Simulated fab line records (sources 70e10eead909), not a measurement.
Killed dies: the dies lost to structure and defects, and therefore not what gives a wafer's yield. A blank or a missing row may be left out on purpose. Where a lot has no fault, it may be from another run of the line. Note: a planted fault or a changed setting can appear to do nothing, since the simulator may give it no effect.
fab line records	flow nand_harc
record lots=24	wafers=72	last_day=24
route steps=1159 shown P_BONDPAD@375 A_ONON_D1@431 A_CHANNEL_HOLE_D1@466 A_CHANNEL_FILL_D1@494
lots that met no fault: from a run of the same line without faults
start_h: start of the lot's first displayed wafer, in hours after the record's first day	wait_h: time in hours since the lot's previous step	" unchanged from the row above	L1.1+2: a single row standing in for several wafers	- no value, or no start given	* or withheld: withheld	< > ~ a bound
route shown NAME@n: NAME is a module with steps in the file, n the number in the route of the first one	usual: mean/standard deviation taken from wafers without a fault	same: alike in all rows	chamber/n: place in a boat	sites: readings site by site	_std_site: standard deviation of those values	_edge_site: inner sites' mean taken away from outer sites' mean	radius_mm: for every site, how far away it sits from the centre of the wafer	mask NAME#n: copy n	behind: the most recent tool/chamber to have shaped the wafer	hold: cause of the lot's hold/its duration in hours/its outcome	device: which transistor (n, p or np) failed to switch	end of line: the tests these same wafers got at the end of their route	a step given without rows: its recipe and nothing more	killed: not the wafer's yield, but the dies lost to structure and defects at the first sort	map: shows each die of a wafer: x if killed, . if not, _ if none is there
set.NAME: the setting the step ran with; set.NAME@STEP: the setting that earlier step ran with	model.NAME: the simulator's own value behind a step, which no gauge read
route steps across a sampled set of lots; one table per step, one row per wafer
services: from which hour (start_h, from the record's first day; less than 0 if before it) a tool's chamber was out of use, for how many hours, and why
## steps
# step NHARC_P_BONDPAD_PRE_CLEAN_26
# recipe time_s=30	temp_c=280	gas=H2/He
# usual heater_power_w=415/47
lot.wafer	tool	chamber	start_h	wait_h	heater_power_w
L074.1	pvd_sputter-02	-	-	-	438
L074.2	"	-	"	"	452
L074.5	"	-	"	"	353
L075.3	pvd_sputter-01	-	-	-	525
L075.2	"	-	"	"	378
L075.5	"	-	"	"	349
L076.2	pvd_sputter-01	-	-	-	383
L076.4	"	-	"	"	355
L076.5	"	-	"	"	528
L077.4	pvd_sputter-01	-	-	-	369
L077.3	"	-	"	"	344
L077.6	"	-	"	"	342
L078.2	pvd_sputter-01	-	-	-	380
L078.3	"	-	"	"	520
L078.5	"	-	"	"	348
L079.2	pvd_sputter-02	-	-	-	352
L079.3	"	-	"	"	438
L079.6	"	-	"	"	353
L080.4	pvd_sputter-02	-	-	-	421
L080.2	"	-	"	"	445
L080.6	"	-	"	"	447
L081.1	pvd_sputter-02	-	-	-	437
L081.2	"	-	"	"	434
L081.4	"	-	"	"	363
L083.1	pvd_sputter-03	-	-	-	431
L083.3	"	-	"	"	378
L083.5	"	-	"	"	433
L084.1	pvd_sputter-02	-	-	-	437
L084.2	"	-	"	"	417
L084.6	"	-	"	"	437
L082.3	pvd_sputter-03	-	-	-	377
L082.1	"	-	"	"	434
L082.5	"	-	"	"	386
L085.4	pvd_sputter-03	-	-	-	421
L085.1	"	-	"	"	375
L085.5	"	-	"	"	437
L087.2	pvd_sputter-01	-	-	-	343
L087.4	"	-	"	"	508
L087.5	"	-	"	"	423
L086.1	pvd_sputter-03	-	-	-	372
L086.4	"	-	"	"	381
L086.6	"	-	"	"	377
L088.2	pvd_sputter-03	-	-	-	384
L088.3	"	-	"	"	381
L088.6	"	-	"	"	434
L089.1	pvd_sputter-02	-	-	-	407
L089.2	"	-	"	"	362
L089.5	"	-	"	"	350
L090.3	pvd_sputter-03	-	-	-	367
L090.1	"	-	"	"	417
L090.6	"	-	"	"	387
L091.1	pvd_sputter-02	-	-	-	461
L091.4	"	-	"	"	359
L091.6	"	-	"	"	474
L092.3	pvd_sputter-02	-	-	-	472
L092.1	"	-	"	"	468
L092.4	"	-	"	"	412
L093.2	pvd_sputter-02	-	-	-	399
L093.1	"	-	"	"	356
L093.6	"	-	"	"	358
L094.4	pvd_sputter-01	-	-	-	499
L094.1	"	-	"	"	338
L094.6	"	-	"	"	427
L095.1	pvd_sputter-02	-	-	-	411
L095.3	"	-	"	"	466
L095.6	"	-	"	"	462
L096.2	pvd_sputter-01	-	-	-	407
L096.4	"	-	"	"	438
L096.5	"	-	"	"	409
L097.2	pvd_sputter-02	-	-	-	468
L097.4	"	-	"	"	409
L097.6	"	-	"	"	464
# step NHARC_A_ONON_D1_THK_MEAS_11
# recipe thk_meas_gauge=ellipsometry
# usual thk_nm=996/8.8
lot.wafer	tool	chamber	start_h	wait_h	thk_nm
L074.1	film_metro-01	-	158.73	-	994
L074.2	"	-	"	"	992
L074.5	"	-	"	"	993
L075.2	film_metro-02	-	174.39	-	997
L075.3	"	-	"	"	1000
L075.5	"	-	"	"	998
L076.2	film_metro-02	-	174.41	-	988
L076.4	"	-	"	"	987
L076.5	"	-	"	"	986
L077.3	film_metro-01	-	174.41	-	1004
L077.4	"	-	"	"	1003
L077.6	"	-	"	"	1003
L078.2	film_metro-02	-	184.10	-	1001
L078.3	"	-	"	"	1002
L078.5	"	-	"	"	1002
L079.2	film_metro-02	-	190.06	-	1002
L079.3	"	-	"	"	1004
L079.6	"	-	"	"	1001
L080.2	film_metro-01	-	193.57	-	1002
L080.4	"	-	"	"	1002
L080.6	"	-	"	"	1003
L081.1	film_metro-02	-	193.57	-	1005
L081.2	"	-	"	"	1005
L081.4	"	-	"	"	1003
L084.1	film_metro-01	-	209.50	-	989
L084.2	"	-	"	"	992
L084.6	"	-	"	"	988
L082.1	film_metro-02	-	209.63	-	984
L082.3	"	-	"	"	982
L082.5	"	-	"	"	984
L083.1	film_metro-01	-	209.85	-	995
L083.3	"	-	"	"	996
L083.5	"	-	"	"	996
L085.1	film_metro-01	-	226.85	-	1009
L085.4	"	-	"	"	1010
L085.5	"	-	"	"	1010
L087.2	film_metro-01	-	236.34	-	998
L087.4	"	-	"	"	999
L087.5	"	-	"	"	1000
L086.1	film_metro-02	-	236.37	-	1010
L086.4	"	-	"	"	1012
L086.6	"	-	"	"	1011
L088.2	film_metro-01	-	254.32	-	1000
L088.3	"	-	"	"	1002
L088.6	"	-	"	"	1000
L090.1	film_metro-01	-	257.27	-	982
L090.3	"	-	"	"	983
L090.6	"	-	"	"	983
L091.1	film_metro-01	-	257.33	-	985
L091.4	"	-	"	"	986
L091.6	"	-	"	"	985
L089.1	film_metro-02	-	257.33	-	998
L089.2	"	-	"	"	997
L089.5	"	-	"	"	1000
L093.1	film_metro-02	-	263.88	-	975
L093.2	"	-	"	"	975
L093.6	"	-	"	"	976
L092.1	film_metro-01	-	263.92	-	997
L092.3	"	-	"	"	996
L092.4	"	-	"	"	996
L094.1	film_metro-02	-	287.32	-	997
L094.4	"	-	"	"	996
L094.6	"	-	"	"	998
L096.2	film_metro-02	-	287.35	-	991
L096.4	"	-	"	"	991
L096.5	"	-	"	"	991
L095.1	film_metro-02	-	287.45	-	1004
L095.3	"	-	"	"	1004
L095.6	"	-	"	"	1003
L097.2	film_metro-01	-	287.67	-	991
L097.4	"	-	"	"	995
L097.6	"	-	"	"	992
# step NHARC_A_CHANNEL_HOLE_D1_ETCH_38
# recipe target_depth_a=390	over_etch_frac=0.3	time_s=65	ion_energy_ev=80	cf4_flow_sccm=150	ar_flow_sccm=0	rf_w=300	bias_w=100	chemistry=CF4
# usual drypump_motor_current_A=5.9/0.47	oes_product_au=0.996/0.011	rf_vpp_V=151.2/1.2	showerhead_plenum_p_Torr=1.77/0.078	throttle_valve_pct=13.284/0.0084
# same over_etch_frac=0.3
lot.wafer	tool	chamber	start_h	wait_h	drypump_motor_current_A	oes_product_au	rf_hours_counter_h	rf_vpp_V	showerhead_plenum_p_Torr	throttle_valve_pct
L074.2	rie_diel-10	3	173.74	0.1	6.7	0.996	13	151.8	1.74	13.276
L074.1	"	1	"	"	5.2	1.002	12	150.4	1.82	13.281
L074.5	"	0	"	"	6.0	0.998	-	150.8	1.69	13.293
L077.4	rie_diel-04	3	188.41	0.1	6.4	0.984	4	150.0	1.72	13.259
L077.3	"	2	"	"	5.1	1.003	3	151.0	1.81	13.282
L077.6	"	3	"	"	6.4	0.976	-	151.6	1.72	13.275
L075.2	rie_diel-13	0	189.37	0.1	5.4	0.997	4	151.6	1.81	13.285
L075.3	"	3	"	"	6.1	0.997	5	151.5	1.68	13.270
L075.5	"	1	"	"	6.3	1.005	-	153.1	1.89	13.273
L076.4	rie_diel-10	1	189.78	0.1	5.2	0.988	0	150.4	1.82	13.281
L076.2	"	2	"	"	5.9	0.995	0	151.3	1.88	13.282
L076.5	"	0	"	"	6.0	1.002	-	150.6	1.69	13.299
L078.2	rie_diel-13	1	198.77	0.1	6.3	1.002	6	153.5	1.89	13.271
L078.3	"	2	"	"	5.4	0.993	7	151.9	1.88	13.288
L078.5	"	1	"	"	6.3	0.997	-	151.8	1.89	13.271
L079.2	rie_diel-04	0	203.49	0.1	6.0	1.002	5	150.9	1.68	13.283
L079.3	"	1	"	"	6.1	0.988	5	151.5	1.71	13.296
L079.6	"	3	"	"	6.4	0.977	-	152.0	1.72	13.276
L080.2	rie_diel-04	0	206.92	0.1	6.0	1.017	6	149.2	1.68	13.281
L080.4	"	1	"	"	6.1	0.996	5	151.2	1.71	13.280
L080.6	"	2	"	"	5.1	1.004	-	151.3	1.81	13.296
L081.2	rie_diel-13	2	207.10	0.1	5.5	0.985	7	152.6	1.88	13.285
L081.1	"	3	"	"	6.1	0.988	7	150.3	1.68	13.297
L081.4	"	1	"	"	6.3	1.012	7	152.3	1.89	13.271
L082.1	rie_diel-04	0	223.12	0.1	6.0	1.001	7	149.6	1.68	13.290
L082.3	"	1	"	"	6.1	0.993	7	150.6	1.71	13.273
L082.5	"	0	"	"	6.0	1.003	-	150.3	1.68	13.276
L083.3	rie_diel-13	3	224.44	0.1	6.2	0.996	8	149.1	1.68	13.291
L083.1	"	0	"	"	5.4	0.990	8	150.4	1.81	13.277
L083.5	"	0	"	"	5.4	0.982	-	151.0	1.81	13.273
L084.1	rie_diel-10	2	224.71	0.1	5.8	0.996	3	152.1	1.88	13.280
L084.2	"	3	"	"	6.6	1.012	3	150.7	1.74	13.281
L084.6	"	2	"	"	5.8	0.993	-	153.3	1.88	13.283
L085.4	rie_diel-04	0	242.66	0.1	6.0	0.995	8	149.4	1.68	13.287
L085.1	"	1	"	"	6.1	0.996	8	150.3	1.71	13.286
L085.5	"	3	"	"	6.5	0.979	-	150.9	1.72	13.285
L087.2	rie_diel-13	1	250.75	0.1	6.3	1.016	11	152.7	1.89	13.280
L087.4	"	0	"	"	5.4	0.991	9	151.3	1.81	13.287
L087.5	"	1	"	"	6.3	1.010	-	152.2	1.89	13.277
L086.4	rie_diel-10	0	251.04	0.1	6.0	0.980	5	150.5	1.69	13.292
L086.1	"	3	"	"	6.6	1.018	5	149.7	1.74	13.297
L086.6	"	1	"	"	5.3	1.017	-	152.2	1.82	13.290
L090.3	rie_diel-04	3	270.82	0.1	6.4	0.985	8	150.0	1.72	13.299
L090.1	"	0	"	"	6.0	1.002	9	150.1	1.68	13.285
L090.6	"	2	"	"	5.1	1.000	-	152.4	1.81	13.294
L088.3	rie_diel-10	3	271.18	0.1	6.6	1.018	6	150.0	1.74	13.300
L088.2	"	1	"	"	5.3	0.991	5	151.5	1.82	13.268
L088.6	"	2	"	"	5.8	0.995	-	153.2	1.88	13.282
L091.1	rie_diel-13	2	271.33	0.1	5.5	0.986	13	152.5	1.88	13.288
L091.4	"	3	"	"	6.1	0.986	12	150.7	1.68	13.287
L091.6	"	1	"	"	6.3	0.996	-	152.0	1.89	13.287
L089.2	rie_diel-04	0	273.18	0.1	6.0	0.995	10	149.2	1.67	13.297
L089.1	"	2	"	"	5.1	0.996	9	151.8	1.81	13.284
L089.5	"	0	"	"	6.0	1.009	-	150.4	1.67	13.280
L092.4	rie_diel-10	1	278.62	0.1	5.2	1.004	6	151.7	1.82	13.291
L092.3	"	2	"	"	5.8	0.988	6	153.2	1.88	13.292
L092.1	"	3	"	"	6.6	1.006	6	151.4	1.74	13.290
L093.1	rie_diel-04	0	280.33	0.1	6.0	1.002	10	148.8	1.67	13.282
L093.2	"	2	"	"	5.1	1.007	9	152.2	1.81	13.291
L093.6	"	1	"	"	6.1	0.990	-	150.2	1.70	13.273
L096.2	rie_diel-04	2	303.27	0.1	5.1	1.014	0	150.8	1.81	13.288
L096.4	"	1	"	"	6.1	1.000	0	151.0	1.70	13.282
L096.5	"	2	"	"	5.1	1.003	-	151.8	1.81	13.291
L094.4	rie_diel-10	1	304.11	0.1	5.2	1.009	7	151.9	1.82	13.285
L094.1	"	2	"	"	5.9	0.991	7	152.0	1.88	13.296
L094.6	"	3	"	"	6.6	1.003	-	150.5	1.73	13.288
L097.2	rie_diel-04	2	305.38	0.1	5.1	1.026	0	151.6	1.81	13.286
L097.4	"	0	"	"	6.0	1.016	1	149.0	1.67	13.292
L097.6	"	1	"	"	6.1	0.997	-	150.3	1.70	13.281
L095.1	rie_diel-13	0	306.11	0.1	5.4	0.971	1	151.6	1.81	13.286
L095.3	"	1	"	"	6.3	0.988	1	152.4	1.89	13.284
L095.6	"	0	"	"	5.4	0.976	-	151.5	1.81	13.265
# step NHARC_A_CHANNEL_HOLE_D1_ETCH_16
# recipe target_depth_a=31000	over_etch_frac=0.3	time_s=806	ion_energy_ev=150	o2_flow_sccm=400	cos_flow_sccm=20	ar_flow_sccm=0	rf_w=500	bias_w=300	chemistry=O2/COS
# usual cos_flow_sccm=19.99/0.056	drypump_motor_current_A=5.9/0.47	oes_product_au=0.999/0.012	rf_vpp_V=314.0/2.1	showerhead_plenum_p_Torr=3.11/0.14	throttle_valve_pct=28.330/0.0091
# same over_etch_frac=0.3
lot.wafer	tool	chamber	start_h	wait_h	cos_flow_sccm	drypump_motor_current_A	oes_product_au	rf_hours_counter_h	rf_vpp_V	showerhead_plenum_p_Torr	throttle_valve_pct
L074.2	rie_diel-10	1	-	-	20.02	5.3	1.004	12	315.0	3.21	28.338
L074.1	"	3	"	"	19.98	6.7	1.018	14	315.2	3.07	28.341
L074.5	"	0	"	"	20.05	6.0	0.994	-	312.1	2.97	28.326
L077.4	rie_diel-04	2	-	-	19.94	5.1	0.999	3	315.6	3.19	28.322
L077.3	"	3	"	"	19.90	6.5	0.985	4	313.0	3.04	28.328
L077.6	"	2	"	"	19.88	5.1	1.006	-	314.2	3.19	28.321
L075.3	rie_diel-13	3	-	-	19.90	6.1	1.010	6	309.5	2.96	28.326
L075.2	"	2	"	"	20.04	5.4	0.988	6	317.3	3.33	28.344
L075.5	"	0	"	"	20.03	5.4	0.987	-	316.1	3.20	28.319
L076.2	rie_diel-10	2	-	-	20.09	5.9	0.989	1	316.3	3.33	28.338
L076.4	"	1	"	"	20.04	5.3	1.000	1	313.7	3.21	28.329
L076.5	"	3	"	"	20.02	6.6	1.012	-	313.3	3.07	28.326
L078.2	rie_diel-13	2	-	-	20.06	5.5	0.994	7	317.1	3.33	28.333
L078.3	"	3	"	"	20.00	6.2	0.991	6	312.5	2.96	28.335
L078.5	"	1	"	"	19.94	6.3	1.014	-	317.5	3.34	28.348
L079.3	rie_diel-04	2	-	-	20.02	5.1	1.007	4	313.5	3.19	28.341
L079.2	"	3	"	"	20.07	6.4	0.979	5	312.8	3.04	28.350
L079.6	"	2	"	"	19.92	5.1	0.992	-	314.8	3.19	28.324
L080.2	rie_diel-04	1	-	-	20.01	6.1	0.994	6	312.1	3.01	28.330
L080.4	"	0	"	"	20.05	6.0	1.003	6	310.4	2.96	28.328
L080.6	"	1	"	"	20.04	6.1	1.010	-	312.2	3.01	28.334
L081.2	rie_diel-13	1	-	-	20.03	6.3	1.003	7	316.3	3.33	28.342
L081.1	"	3	"	"	19.94	6.2	0.999	7	312.0	2.96	28.353
L081.4	"	0	"	"	19.93	5.4	0.999	6	314.4	3.20	28.321
L082.1	rie_diel-04	0	-	-	19.91	6.0	1.006	7	313.0	2.95	28.333
L082.3	"	1	"	"	20.06	6.2	0.991	7	313.4	3.01	28.334
L082.5	"	0	"	"	19.93	6.0	1.003	-	311.6	2.95	28.340
L083.3	rie_diel-13	3	-	-	20.01	6.2	1.006	9	312.0	2.96	28.330
L083.1	"	0	"	"	19.99	5.4	0.995	8	315.2	3.19	28.331
L083.5	"	2	"	"	19.92	5.4	0.988	-	316.8	3.33	28.343
L084.1	rie_diel-10	3	-	-	19.93	6.6	0.998	4	313.0	3.06	28.331
L084.2	"	2	"	"	19.97	5.9	0.972	3	318.1	3.33	28.336
L084.6	"	0	"	"	20.11	6.0	0.983	-	310.7	2.97	28.338
L085.4	rie_diel-04	1	-	-	19.99	6.1	1.001	8	314.0	3.01	28.334
L085.1	"	3	"	"	19.91	6.4	0.984	7	313.7	3.04	28.313
L085.5	"	1	"	"	19.94	6.1	1.006	-	311.9	3.01	28.329
L087.2	rie_diel-13	0	-	-	20.00	5.3	0.993	10	315.1	3.19	28.322
L087.4	"	1	"	"	20.07	6.3	1.007	11	316.2	3.33	28.326
L087.5	"	3	"	"	19.99	6.2	0.992	-	312.2	2.96	28.328
L086.1	rie_diel-10	1	-	-	19.91	5.2	1.001	4	315.3	3.21	28.346
L086.4	"	3	"	"	19.97	6.7	1.009	5	313.2	3.06	28.329
L086.6	"	0	"	"	19.91	6.0	0.982	-	313.4	2.97	28.327
L090.1	rie_diel-04	2	-	-	20.10	5.1	1.004	8	314.7	3.19	28.332
L090.3	"	1	"	"	20.00	6.1	0.994	9	311.1	3.01	28.331
L090.6	"	3	"	"	19.96	6.4	0.985	-	312.8	3.04	28.324
L088.3	rie_diel-10	0	-	-	20.05	6.0	0.984	6	311.9	2.97	28.325
L088.2	"	1	"	"	19.95	5.2	0.996	5	315.4	3.21	28.343
L088.6	"	2	"	"	19.98	5.9	0.998	-	317.9	3.33	28.336
L091.1	rie_diel-13	3	-	-	19.92	6.2	1.002	13	310.4	2.96	28.311
L091.4	"	0	"	"	20.04	5.4	0.986	11	314.3	3.19	28.331
L091.6	"	0	"	"	19.98	5.4	0.986	-	314.9	3.19	28.343
L089.2	rie_diel-04	3	-	-	19.99	6.4	0.979	9	312.2	3.04	28.336
L089.1	"	1	"	"	19.88	6.1	0.998	10	312.3	3.01	28.329
L089.5	"	3	"	"	19.93	6.5	0.990	-	312.9	3.04	28.312
L092.4	rie_diel-10	3	-	-	20.05	6.7	1.016	7	313.4	3.06	28.342
L092.3	"	1	"	"	19.99	5.2	0.998	6	315.2	3.21	28.333
L092.1	"	2	"	"	19.94	5.8	1.001	6	316.9	3.33	28.348
L093.1	rie_diel-04	1	-	-	20.01	6.1	0.992	10	312.2	3.01	28.315
L093.2	"	0	"	"	20.02	6.0	0.995	11	311.6	2.95	28.345
L093.6	"	2	"	"	20.03	5.1	1.004	-	316.3	3.19	28.328
L096.4	rie_diel-04	1	-	-	20.00	6.1	1.005	0	312.2	3.01	28.329
L096.2	"	2	"	"	20.04	5.1	1.019	0	314.7	3.19	28.330
L096.5	"	1	"	"	20.10	6.1	1.000	-	312.9	3.01	28.324
L094.4	rie_diel-10	3	-	-	20.02	6.6	1.006	9	312.7	3.06	28.326
L094.1	"	0	"	"	19.97	6.0	0.984	9	312.2	2.97	28.337
L094.6	"	2	"	"	20.04	5.9	0.989	-	317.1	3.32	28.331
L097.4	rie_diel-04	3	-	-	20.04	6.4	1.022	1	312.4	3.04	28.328
L097.2	"	0	"	"	19.98	6.0	1.026	1	310.9	2.95	28.330
L097.6	"	0	"	"	19.93	5.9	1.019	-	311.0	2.95	28.316
L095.3	rie_diel-13	0	-	-	19.90	5.4	0.974	1	314.3	3.19	28.325
L095.1	"	2	"	"	19.98	5.5	1.010	1	318.1	3.33	28.338
L095.6	"	0	"	"	20.05	5.4	0.978	-	315.1	3.19	28.333
# step NHARC_A_CHANNEL_HOLE_D1_ETCH_23
# recipe bias_v=5000	source_w=withheld	pressure_mtorr=20	time_s=819	ar_flow_sccm=375	c4f8_flow_sccm=89.3	o2_flow_sccm=35.7	temp_c=-20	target_depth_a=16000	chemistry=C4F8/O2/Ar
# usual drypump_motor_current_A=5.6/0.44	showerhead_plenum_p_Torr=3.75/0.097	throttle_valve_pct=32.155/0.0086
lot.wafer	tool	chamber	start_h	wait_h	drypump_motor_current_A	rf_hours_counter_h	showerhead_plenum_p_Torr	throttle_valve_pct
L074.1	har_etch-02	1	176.27	0.5	5.7	101	3.88	32.156
L074.2	"	0	"	"	6.1	101	3.64	32.165
L074.5	"	1	"	"	5.7	-	3.88	32.157
L077.4	har_etch-02	1	191.43	0.5	5.7	-	3.87	32.169
L077.3	"	0	"	"	6.1	-	3.64	32.153
L077.6	"	0	"	"	6.1	-	3.64	32.163
L075.2	har_etch-01	0	191.91	0.5	4.9	197	3.82	32.167
L075.3	"	0	"	"	4.9	-	3.82	32.163
L075.5	"	0	"	"	4.9	-	3.82	32.148
L076.2	har_etch-02	1	195.37	0.5	5.7	110	3.87	32.163
L076.4	"	1	"	"	5.6	-	3.87	32.159
L076.5	"	1	"	"	5.6	-	3.87	32.153
L078.2	har_etch-01	1	201.29	0.5	5.3	201	3.73	32.160
L078.3	"	1	"	"	5.3	-	3.73	32.147
L078.5	"	0	"	"	4.9	-	3.82	32.157
L079.2	har_etch-02	1	206.03	0.5	5.6	114	3.87	32.155
L079.3	"	1	"	"	5.7	-	3.87	32.167
L079.6	"	0	"	"	6.1	-	3.64	32.146
L080.2	har_etch-01	0	209.43	0.5	4.9	205	3.82	32.170
L080.4	"	0	"	"	4.9	-	3.82	32.145
L080.6	"	1	"	"	5.3	-	3.73	32.159
L081.1	har_etch-02	0	210.19	0.5	6.1	118	3.63	32.160
L081.2	"	1	"	"	5.6	118	3.87	32.163
L081.4	"	1	"	"	5.7	-	3.87	32.162
L082.1	har_etch-02	0	225.76	0.5	6.1	125	3.63	32.164
L082.3	"	0	"	"	6.1	-	3.63	32.153
L082.5	"	0	"	"	6.1	-	3.63	32.158
L083.1	har_etch-01	0	226.97	0.5	4.9	213	3.81	32.165
L083.3	"	0	"	"	4.9	-	3.81	32.168
L083.5	"	0	"	"	4.9	-	3.81	32.163
L084.1	har_etch-02	0	229.76	0.5	6.1	129	3.63	32.147
L084.2	"	1	"	"	5.6	129	3.86	32.157
L084.6	"	1	"	"	5.7	-	3.86	32.161
L085.1	har_etch-02	1	245.59	0.5	5.7	134	3.86	32.148
L085.4	"	0	"	"	6.1	-	3.63	32.136
L085.5	"	1	"	"	5.7	-	3.86	32.148
L087.2	har_etch-01	0	253.29	0.5	4.9	221	3.81	32.153
L087.4	"	1	"	"	5.2	-	3.72	32.147
L087.5	"	1	"	"	5.3	-	3.72	32.159
L086.1	har_etch-02	1	253.58	0.5	5.6	138	3.85	32.150
L086.4	"	0	"	"	6.1	-	3.62	32.159
L086.6	"	0	"	"	6.1	-	3.62	32.163
L090.1	har_etch-02	1	273.46	0.5	5.6	144	3.85	32.157
L090.3	"	0	"	"	6.1	-	3.62	32.155
L090.6	"	1	"	"	5.7	-	3.85	32.154
L088.2	har_etch-01	1	273.80	0.5	5.3	228	3.71	32.152
L088.3	"	1	"	"	5.3	-	3.71	32.149
L088.6	"	1	"	"	5.3	-	3.71	32.156
L091.1	har_etch-02	0	277.49	0.5	6.1	148	3.62	32.166
L091.4	"	0	"	"	6.1	-	3.62	32.158
L091.6	"	0	"	"	6.1	-	3.62	32.146
L089.1	har_etch-01	0	277.84	0.5	4.9	232	3.80	32.161
L089.2	"	1	"	"	5.3	232	3.71	32.157
L089.5	"	0	"	"	4.9	-	3.80	32.151
L092.1	har_etch-01	1	282.12	0.5	5.3	236	3.71	32.149
L092.3	"	0	"	"	4.9	-	3.80	32.154
L092.4	"	1	"	"	5.3	-	3.71	32.144
L093.2	har_etch-02	1	285.03	0.5	5.6	154	3.85	32.156
L093.1	"	0	"	"	6.1	154	3.61	32.143
L093.6	"	0	"	"	6.1	-	3.61	32.146
L096.2	har_etch-01	1	305.82	0.5	5.3	243	3.70	32.170
L096.4	"	1	"	"	5.3	-	3.70	32.156
L096.5	"	1	"	"	5.3	-	3.70	32.162
L094.1	har_etch-02	1	306.74	0.5	5.6	160	3.84	32.138
L094.4	"	0	"	"	6.1	-	3.61	32.172
L094.6	"	1	"	"	5.6	-	3.84	32.141
L097.2	har_etch-02	1	310.78	0.5	5.7	164	3.84	32.136
L097.4	"	0	"	"	6.1	-	3.61	32.155
L097.6	"	1	"	"	5.6	-	3.84	32.147
L095.1	har_etch-02	1	314.98	0.5	5.7	168	3.84	32.163
L095.3	"	0	"	"	6.1	-	3.61	32.148
L095.6	"	1	"	"	5.6	-	3.84	32.153
# step NHARC_A_CHANNEL_FILL_D1_ALD_14
# recipe target_thk_a=25	pulse_time_s=10	ald_cycles=25	temp_c=300	material=SiO2
# usual heater_power_w=450/48	precursor_pulse_height_rel=0.998/0.02
# same pulse_time_s=10
lot.wafer	tool	chamber	start_h	wait_h	heater_power_w	precursor_pulse_height_rel
L074.2	ald_hk-04	2	187.33	0.0	379	0.967
L074.1	"	0	"	"	478	1.005
L074.5	"	2	"	"	367	0.984
L077.3	ald_hk-04	1	202.73	0.0	458	0.997
L077.4	"	0	"	"	476	0.951
L077.6	"	2	"	"	385	1.005
L075.2	ald_hk-04	0	202.99	0.3	473	0.984
L075.3	"	2	"	"	386	0.992
L075.5	"	0	"	"	472	0.994
L076.2	ald_hk-03	3	208.78	0.1	489	1.049
L076.4	"	0	"	"	449	1.033
L076.5	"	2	"	"	482	0.997
L078.3	ald_hk-03	1	212.78	0.1	457	0.990
L078.2	"	3	"	"	491	1.035
L078.5	"	1	"	"	446	0.990
L079.2	ald_hk-02	3	217.55	0.0	384	0.973
L079.3	"	2	"	"	416	0.973
L079.6	"	0	"	"	392	0.988
L081.4	ald_hk-04	0	221.19	0.1	486	0.960
L081.1	"	1	"	"	454	0.994
L081.2	"	2	"	"	390	0.998
L080.2	ald_hk-03	3	221.22	0.1	482	0.982
L080.4	"	0	"	"	456	1.004
L080.6	"	2	"	"	483	1.026
L082.3	ald_hk-02	0	237.22	0.1	385	1.037
L082.1	"	1	"	"	516	1.016
L082.5	"	2	"	"	410	0.974
L083.1	ald_hk-02	3	237.37	0.3	380	0.975
L083.3	"	0	"	"	396	0.994
L083.5	"	0	"	"	391	1.001
L084.2	ald_hk-04	3	242.23	0.1	488	0.995
L084.1	"	0	"	"	484	0.999
L084.6	"	3	"	"	503	1.015
L085.4	ald_hk-02	2	257.10	0.1	423	1.007
L085.1	"	0	"	"	380	1.000
L085.5	"	2	"	"	413	0.989
L087.4	ald_hk-03	3	264.82	0.0	483	1.008
L087.2	"	2	"	"	476	1.016
L087.5	"	0	"	"	452	1.035
L086.4	ald_hk-02	2	264.85	0.1	405	1.015
L086.1	"	0	"	"	391	1.028
L086.6	"	1	"	"	506	1.002
L088.2	ald_hk-03	3	286.11	1.2	500	0.997
L088.3	"	0	"	"	436	1.015
L088.6	"	0	"	"	452	0.969
L090.1	ald_hk-03	1	286.40	1.5	452	1.030
L090.3	"	2	"	"	489	1.024
L090.6	"	3	"	"	486	1.011
L091.1	ald_hk-02	0	290.07	1.1	393	0.981
L091.4	"	1	"	"	554	1.009
L091.6	"	2	"	"	394	1.007
L089.1	ald_hk-02	0	290.22	1.3	386	0.993
L089.2	"	1	"	"	534	0.995
L089.5	"	0	"	"	390	0.994
L092.3	ald_hk-04	2	294.77	0.0	380	0.993
L092.4	"	3	"	"	516	1.032
L092.1	"	0	"	"	468	0.972
L093.1	ald_hk-04	0	295.07	0.3	477	0.993
L093.2	"	1	"	"	455	0.987
L093.6	"	3	"	"	514	1.012
L096.4	ald_hk-04	0	318.33	0.7	486	0.932
L096.2	"	1	"	"	446	0.965
L096.5	"	0	"	"	484	1.020
L094.1	ald_hk-04	0	318.55	0.9	493	0.989
L094.4	"	2	"	"	377	1.003
L094.6	"	1	"	"	456	1.017
L097.4	ald_hk-03	1	322.75	0.0	457	0.998
L097.2	"	0	"	"	444	1.018
L097.6	"	1	"	"	451	1.010
L095.3	ald_hk-04	2	327.55	0.5	390	0.984
L095.1	"	0	"	"	488	0.977
L095.6	"	2	"	"	391	0.997
## services
tool	chamber	start_h	hours	kind
ald_hk-03	-	108.41	0.7	repair
rie_diel-04	-	111.90	9.0	pm
rie_diel-10	1	139.59	3.5	repair
pvd_sputter-02	-	143.62	3.0	repair
ald_hk-03	-	145.28	10.0	pm
rie_diel-13	-	158.91	3.6	repair
pvd_sputter-03	-	160.72	0.7	repair
rie_diel-10	1	160.92	7.2	repair
pvd_sputter-03	-	163.43	1.7	repair
pvd_sputter-01	-	167.55	5.1	repair
ald_hk-03	-	172.02	1.4	repair
rie_diel-10	-	176.50	9.0	pm
ald_hk-04	-	191.66	10.0	pm
pvd_sputter-02	-	214.00	10.0	pm
ald_hk-04	-	214.52	1.6	repair
rie_diel-13	1	234.71	1.2	repair
rie_diel-13	-	276.00	9.0	pm
ald_hk-02	-	280.00	10.0	pm
pvd_sputter-02	-	288.64	7.3	repair
rie_diel-04	-	288.90	9.0	pm
rie_diel-10	-	294.21	0.8	repair
har_etch-01	-	308.55	17.0	pm
rie_diel-04	3	319.01	4.9	repair
ald_hk-03	-	323.28	10.0	pm
## key
fault none
